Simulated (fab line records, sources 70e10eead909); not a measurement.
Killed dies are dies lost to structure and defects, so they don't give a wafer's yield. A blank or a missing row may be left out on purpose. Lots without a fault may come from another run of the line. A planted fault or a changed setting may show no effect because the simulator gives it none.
Chamber matching | flow nand_harc | NHARC_A_CHANNEL_FILL_D1_ALD_16 on ald_hk-04: 4 sister chambers
The step deposits SiO2, target thk 1.5 nm, pulse time 10 s, ald cycles 15. 4 wafers are shown with their chamber, then 7 later ones without.

WAFERS WITH THEIR CHAMBER
wafer  | chamber | heater_power_w (W)
L940.1 | 3       | 507
L940.6 | 1       | 363
L943.1 | 0       | 429
L943.3 | 2       | 555

WAFERS WITHOUT THEIR CHAMBER
wafer  | heater_power_w (W)
L943.4 | 390
L948.1 | 551
L948.3 | 432
L948.4 | 500
L957.1 | 488
L957.2 | 546
L957.4 | 430

WHICH CHAMBER EACH WENT THROUGH
wafer  | from the rows above     | in truth
L943.4 | can't be placed: 1 or 0 | 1
L948.1 | 2                       | 2
L948.3 | 0                       | 0
L948.4 | 3                       | 3
L957.1 | 3                       | 3
L957.2 | 2                       | 2
L957.4 | 0                       | 0
Placed correctly: 6 of 7. Can't be placed from these rows: 1 (the true chamber is among the candidates in 1). Placed wrongly: 0.
How it was worked out, from the rows above alone: a wafer's distance from a chamber is the root of the sum, over the readings, of the square of ((its reading less the chamber's mean) divided by the reading's scatter). The wafer belongs to the nearest chamber; if the next one is less than 2 further off, it can't be placed. A chamber's mean is the mean of its shown wafers. The scatter: with one shown wafer a chamber, the root of the mean of the squares of how far each hidden wafer lies from its nearest shown one.
